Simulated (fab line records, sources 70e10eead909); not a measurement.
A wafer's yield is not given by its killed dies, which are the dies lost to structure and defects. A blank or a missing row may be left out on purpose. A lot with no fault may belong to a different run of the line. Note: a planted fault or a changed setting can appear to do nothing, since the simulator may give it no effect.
Which tool is to blame? -- flow nand-harc -- 33 wafers from 11 lots sampled at 6 of the route's 1302 steps

== WHAT EACH GAUGE READ, for each wafer ==
NHARC_P_GATE_CD_MEAS_91: target cd 2000 nm. Usual: cd-nm 1999.8 nm, standard deviation 1.8.
lot,measured,on,cd-nm (nm),flag
L911,day 6 00:29,cd-sem-03,1999.7 1995.9 2001.7,
L914,day 7 04:05,cd-sem-02,1998.4 2000.3 2000.8,
L915,day 7 19:29,cd-sem-03,1999.0 2002.1 2002.0,
L917,day 8 09:29,cd-sem-03,2000.5 1998.7 1999.1,
L918,day 9 02:24,cd-sem-01,1997.8 1997.9 2001.4,
L919,day 9 06:38,cd-sem-01,1997.3 1996.2 1999.9,
L921,day 10 07:34,cd-sem-02,2001.3 2000.1 2002.0,
L922,day 10 13:28,cd-sem-01,2002.9 1998.9 2001.1,
L928,day 13 12:04,cd-sem-01,1998.6 2000.9 2000.0,
L932,day 14 21:40,cd-sem-03,1997.2 1999.1 1999.1,
L933,day 15 09:00,cd-sem-03,1999.0 2002.3 1999.2,

NHARC_P_CONTACT_CD_MEAS_12: target cd 90 nm. Usual: cd-nm 90.0 nm, standard deviation 0.61.
lot,measured,on,cd-nm (nm),flag
L911,day 6 05:11,cd-sem-03,89.8 90.0 90.9,
L914,day 7 08:45,cd-sem-02,89.8 91.0 90.7,
L915,day 8 00:11,cd-sem-01,90.6 89.8 90.1,
L917,day 8 14:10,cd-sem-03,88.8 89.6 89.5,
L918,day 9 07:50,cd-sem-02,89.2 90.4 89.8,
L919,day 9 11:19,cd-sem-02,89.6 89.9 89.8,
L921,day 10 12:09,cd-sem-01,90.0 89.2 89.6,
L922,day 10 18:03,cd-sem-03,97.0 96.8 97.2,OFF
L928,day 13 16:56,cd-sem-03,91.0 90.0 89.9,
L932,day 15 02:20,cd-sem-03,90.4 90.2 90.1,
L933,day 15 13:47,cd-sem-01,89.8 90.5 89.5,

NHARC_P_CONTACT_CD_MEAS_19. Usual: cd-nm 89.4 nm, standard deviation 1.5.
lot,measured,on,cd-nm (nm),flag
L911,day 6 06:15,cd-sem-03,88.9 87.4 88.9,
L914,day 7 09:58,cd-sem-02,90.2 87.2 87.7,
L915,day 8 01:14,cd-sem-01,88.5 91.3 90.3,
L917,day 8 15:13,cd-sem-01,86.8 87.1 89.4,
L918,day 9 09:05,cd-sem-01,88.6 88.6 87.9,
L919,day 9 12:22,cd-sem-03,87.8 91.3 90.0,
L921,day 10 13:13,cd-sem-01,90.3 89.7 88.3,
L922,day 10 19:07,cd-sem-01,95.4 94.6 93.3,OFF
L928,day 13 18:00,cd-sem-03,90.3 91.6 86.3,
L932,day 15 03:24,cd-sem-01,90.7 89.9 92.3,
L933,day 15 15:24,cd-sem-03,87.0 87.7 91.0,

== EACH LOT AND THE TOOL THAT RAN IT (in order: tool; ch and the chambers of the sampled wafers; start) ==
lot,NHARC_P_GATE_DESCUM_61,NHARC_P_CONTACT_EXPOSE_09,NHARC_P_CONTACT_ETCH_36
L911,"rie-diel-06 ch 1,2,3, day 5 22:55","arfi-scanner-02 ch 0, day 6 05:02","rie-diel-12 ch 1,2,3, day 6 06:15 or earlier"
L914,"rie-diel-03 ch 0,2,3, day 7 02:40","arfi-scanner-02 ch 0, day 7 08:37","rie-diel-07 ch 0,1, day 7 09:58 or earlier"
L915,"rie-diel-11 ch 1,3, day 7 17:56","arfi-scanner-01 ch 0, day 8 00:02","rie-diel-07 ch 0,1,2, day 8 01:14 or earlier"
L917,"rie-diel-11 ch 0,1,2, day 8 07:55","arfi-scanner-01 ch 0, day 8 14:01","rie-diel-07 ch 0,1,3, day 8 15:13 or earlier"
L918,"rie-diel-11 ch 1,2,3, day 9 00:51","arfi-scanner-02 ch 0, day 9 07:41","rie-diel-12 ch 2,3, day 9 09:05 or earlier"
L919,"rie-diel-11 ch 0,1,2, day 9 05:14","arfi-scanner-01 ch 0, day 9 11:10","rie-diel-02 ch 1,2, day 9 12:22 or earlier"
L921,"rie-diel-03 ch 0,1, day 10 05:59","arfi-scanner-02 ch 0, day 10 12:01","rie-diel-02 ch 0,1, day 10 13:13 or earlier"
L922,"rie-diel-11 ch 0,1,2, day 10 12:04","arfi-scanner-02 ch 0, day 10 17:55","rie-diel-12 ch 0,1, day 10 19:07 or earlier"
L928,"rie-diel-06 ch 0,1,2, day 13 10:38","arfi-scanner-01 ch 0, day 13 16:48","rie-diel-12 ch 0,1,2, day 13 18:00 or earlier"
L932,"rie-diel-11 ch 0,2,3, day 14 20:13","arfi-scanner-02 ch 0, day 15 02:13","rie-diel-07 ch 0,1,3, day 15 03:24 or earlier"
L933,"rie-diel-11 ch 0,1,3, day 15 07:35","arfi-scanner-03 ch 0, day 15 13:40","rie-diel-12 ch 0,1,2, day 15 15:24 or earlier"
- NHARC_P_GATE_DESCUM_61: chemistry O2, time 3 s.
- NHARC_P_CONTACT_EXPOSE_09: exposes mask P CA, target cd 90 nm.
- NHARC_P_CONTACT_ETCH_36: etches the open film in N2/H2, target depth 260 nm, time 406.25 s.

== AS READ BY THE TOOLS THEMSELVES (means over the sampled wafers that have a number; for cases with no such wafer, the mark the record gives instead) ==
NHARC_P_GATE_DESCUM_61. Usual: chamber-pressure-mTorr 60.00 mTorr, standard deviation 0.054; drypump-motor-current-A 5.6 A, standard deviation 0.36; oes-product-au 1.002 a.u., standard deviation 0.011; rf-vpp-V 57.9 V, standard deviation 0.79; showerhead-plenum-p-Torr 1.96 Torr, standard deviation 0.086; throttle-valve-pct 11.310 %, standard deviation 0.0086.
lot,tool,chamber-pressure-mTorr (mTorr),drypump-motor-current-A (A),oes-product-au (a.u.),rf-vpp-V (V),showerhead-plenum-p-Torr (Torr),throttle-valve-pct (%),flag
L911,rie-diel-06,59.95,5.7,1.000,58.1,2.03,11.307,
L914,rie-diel-03,60.00,5.8,0.987,58.3,1.92,11.322,
L915,rie-diel-11,59.98,5.6,1.011,58.1,1.92,11.302,
L917,rie-diel-11,60.01,5.6,1.011,58.0,1.98,11.313,
L918,rie-diel-11,59.91,5.5,1.004,58.6,1.98,11.308,
L919,rie-diel-11,60.00,5.6,1.002,57.8,1.98,11.312,
L921,rie-diel-03,60.04,6.1,1.002,57.6,1.88,11.311,
L922,rie-diel-11,59.99,5.6,1.008,57.2,1.98,11.300,
L928,rie-diel-06,60.02,5.5,1.007,57.5,2.01,11.309,
L932,rie-diel-11,60.01,5.5,1.000,57.5,1.92,11.304,
L933,rie-diel-11,60.01,5.7,1.001,58.6,1.91,11.314,

NHARC_P_CONTACT_ETCH_36. Usual: chamber-pressure-mTorr 29.997 mTorr, standard deviation 0.03; drypump-motor-current-A 5.6 A, standard deviation 0.46; oes-product-au 1.001 a.u., standard deviation 0.0074; rf-vpp-V 432.1 V, standard deviation 2.2; showerhead-plenum-p-Torr 2.10 Torr, standard deviation 0.072; throttle-valve-pct 14.171 %, standard deviation 0.0095.
lot,tool,chamber-pressure-mTorr (mTorr),drypump-motor-current-A (A),oes-product-au (a.u.),rf-vpp-V (V),showerhead-plenum-p-Torr (Torr),throttle-valve-pct (%),flag
L911,rie-diel-12,29.985,5.5,0.995,431.5,2.05,14.164,
L914,rie-diel-07,29.967,5.3,0.999,434.0,2.17,14.178,
L915,rie-diel-07,29.976,5.7,1.001,432.5,2.10,14.181,
L917,rie-diel-07,30.004,5.6,1.006,433.2,2.13,14.170,
L918,rie-diel-12,30.016,5.5,1.002,430.5,2.06,14.175,
L919,rie-diel-02,30.019,5.9,1.004,432.7,2.14,14.172,
L921,rie-diel-02,30.004,5.7,1.001,432.3,2.09,14.181,
L922,rie-diel-12,30.037,5.2,0.995,432.4,2.10,14.177,
L928,rie-diel-12,30.003,5.6,1.005,431.2,2.07,14.157,
L932,rie-diel-07,30.011,5.6,1.001,432.5,2.13,14.165,
L933,rie-diel-12,30.014,5.6,0.999,431.8,2.07,14.177,

== THE ANSWER, worked out from the rows above alone ==
Rule: a lot is off if the mean of its wafers that have a number lies more than 3 standard deviations from the usual mean. A lot without any number at a reading at which 4 lots or more have one is off too. Any other lot the step has rows for is counted as sound. First the gauges in route order, then the tools' own readings, where a lot's mean is used as printed above. At the first step where some lot is off, the reading lying furthest off is the one used; lots without a number count as furthest.
Off at NHARC_P_CONTACT_CD_MEAS_12 (cd-nm): L922.
A tool fits if, at a process step before that reading, it ran every lot that is off, and no sound lot after the first of them. The gauges at NHARC_P_CONTACT_CD_MEAS_12 aren't tried: what is off there is off at NHARC_P_CONTACT_CD_MEAS_19 too, on other tools, and a gauge's error can't cause that. Not one of the candidates tried fits.

== WHAT THE SIMULATOR PUT IN ==
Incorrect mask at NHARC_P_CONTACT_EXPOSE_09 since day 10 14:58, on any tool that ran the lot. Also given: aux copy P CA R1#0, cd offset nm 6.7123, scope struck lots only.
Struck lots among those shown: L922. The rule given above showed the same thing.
